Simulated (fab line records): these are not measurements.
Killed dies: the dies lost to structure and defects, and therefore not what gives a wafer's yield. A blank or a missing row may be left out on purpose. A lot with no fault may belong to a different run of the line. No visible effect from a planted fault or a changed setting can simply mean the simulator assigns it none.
A lot that was struck, set against a sound lot	flow n5_finfet	38 out of 1938 route steps
Sound: wafers L115.2, L115.3, L115.5. Struck: wafer L104.2 (L104.1, L104.5, from the same lot, were not struck and are left out); the cause is given at the end.
For every step that has rows: the tool of each side, followed by ch and its chambers, followed by its first start. Under that, the readings that differ: sound wafers	struck wafers	difference of the means	sigmas: that difference in standard deviations of wafers without a fault.
alike: readings whose means differ by less than 2 such deviations, and words and numbers that are the same on both sides. not compared: withheld readings, readings that some wafer has no value for, bounds like >300 that may hide the same value, and numbers for which the record gives no deviation and whose values overlap.
A row with sigmas, a row that says differs or no value, or rows on one side alone: a step with any of these is where the two part. Numbers that don't overlap but have no deviation are shown without sigmas and don't part them. Lack of a reading on every wafer of one side parts them only where that side has two or more wafers.

first, 9 steps without rows for these wafers: N5_BEOL_M4_ANNEAL_95 (time 240 s); N5_BEOL_M4_SPUTTER_96 (material Cu, target thk 4.5 nm, time 8.29 s); N5_BEOL_M4_ECD_50 (material Cu, target thk 300 nm); N5_BEOL_M4_ANNEAL_51 (time 90 s); N5_BEOL_M4_CMP_52 (polishes, stops on SiOC, t overpolish 6.8 s, target thk 40 nm); N5_BEOL_M4_PRE_CLEAN_60 (time 15 s); N5_BEOL_M4_CO_CAP_55 (material Co, precursor CCTBA/H2, target thk 2 nm, time 102.1 s); N5_BEOL_M4_PRE_CLEAN_56 (time 15 s); N5_BEOL_M4_DEP_57 (deposits SiCN from 3MS/NH3, target thk 8 nm, time 14 s).
N5_BEOL_M4_RC_MEAS_101:
  sound on prober-02 ch 0, day 13 00:25; struck on prober-01 ch 0, day 10 00:03
  alike: DIBL_N, DIBL_P, IOFF_N, IOFF_P, ION_N, ION_P, SS_N, SS_P, VT_N, VT_P
then, 24 steps without rows for these wafers: N5_BEOL_M5_ILD_DEP_00 (deposits SiCOH lowk from DEMS/porogen, target thk 140.64 nm, time 25.9 s); N5_BEOL_M5_CURE_79 (cures SiCOH lowk, time 240 s); N5_BEOL_M5_PECVD_70 (deposits SiO2 from TEOS/O2, target thk 16 nm, time 18 s); N5_BEOL_M5_HM_DEP_02 (deposits TiN, target thk 20 nm); N5_BEOL_M5_COAT_59 (time 60 s, resist thk 60 nm); N5_BEOL_M5_COAT_60 (time 60 s, resist thk 12 nm); N5_BEOL_M5_COAT_71 (time 60 s, resist thk 5 nm); N5_BEOL_M5_COAT_05 (resist thk 30 nm); N5_BEOL_M5_EBR_07; N5_BEOL_M5_SOFTBAKE_06 (time 60 s); N5_BEOL_M5_EXPOSE_08 (exposes mask M5, target cd 28 nm); N5_BEOL_M5_PEB_09 (peb time 60 s); N5_BEOL_M5_DEVELOP_10 (develop time 30 s); N5_BEOL_M5_DESCUM_16 (chemistry O2, time 7 s); N5_BEOL_M5_ETCH_72 (etches underlayer in N2/H2, target depth 6.5 nm, time 5.2 s); N5_BEOL_M5_ETCH_61 (etches SiARC in CF4, target depth 15.6 nm, time 26 s); N5_BEOL_M5_ETCH_62 (etches SOC in N2/H2, target depth 75 nm, overetch 15 nm, time 112.5 s); N5_BEOL_M5_STRIP_63 (strips in N2/H2); N5_BEOL_M5_STRIP_73 (strips in N2/H2); N5_BEOL_M5_STRIP_64 (strips in CF4); N5_BEOL_M5_HM_OPEN_17 (chemistry Cl2/BCl3, target TiN, target depth 20 nm, overetch 6 nm); N5_BEOL_M5_STRIP_19 (strips in O2); N5_BEOL_M5_COAT_65 (time 60 s, resist thk 60 nm); N5_BEOL_M5_COAT_66 (time 60 s, resist thk 12 nm).
N5_BEOL_M8_CMP_52: polishes, stops on SiCOH lowk, t overpolish 6.9 s, target thk 80 nm.
  sound on cmp-04 ch 0,2, day 14 10:40; struck on cmp-04 ch 3, day 11 13:23
reading	sound	struck	difference	sigmas
barrier_field_endpoint_s (s)	28.4 28.5 29.2	46.7	+18.0	+19
overpolish_run_s (s)	6.903 6.897 6.880	0.055	-6.838	-99 or more
time_to_endpoint_s (s)	65 65 67	81	+15	+4
  alike: motor_current_A, platen_rpm
N5_BEOL_M8_THK_MEAS_53: measures by xrf.
  struck on film_metro-01, day 11 13:40; sound on film_metro-02, day 14 10:55
reading	sound	struck	difference	sigmas
M8_THK (nm)	79 83 78	199	+119	+40
N5_BEOL_M8_INSPECT_58: inspects for defects (darkfield).
  struck on defect_inspect-02, day 11 13:50; sound on defect_inspect-01, day 14 11:04
reading	sound	struck	difference	sigmas
raw_defect_count	112 106 112	1090	+980	+38
-- record jumps: 3 days separate the struck wafers' starts on either side; left off in module BEOL_M8, taken up again in module PASSIVATION, whose first shown step is the route's number 1936 --
N5_PASSIVATION_PROBE_49:
  struck on prober-02, day 14 12:28; sound on prober-02, day 17 07:52
reading	sound	struck	difference	sigmas
defect_limited_yield (%)	90.0 91.9 90.3	0	-91	-60
killed_at_M4_up	17 8 16	1087	+1073	+99 or more
killed_dies	118 96 115	1180	+1070	+59
killed_on_rim	16 13 12	152	+138	+36
sort_n_pass	1062 1084 1065	0	-1070	-59
sort_yield_pct (%)	90.0 91.9 90.3	0	-91	-60
  alike: killed_at_M0_to_M3, killed_at_contacts, killed_at_front_end, killed_at_other, killed_open, killed_short, sort_bin_5_function, sort_bin_6_memory

WHERE THEY PART
First at N5_BEOL_M8_CMP_52; last, within this record, at N5_PASSIVATION_PROBE_49.

WHY: what had been put in by the simulator
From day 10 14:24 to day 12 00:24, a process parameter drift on cmp-04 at N5_BEOL_M8_CMP_52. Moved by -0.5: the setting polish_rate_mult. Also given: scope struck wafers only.
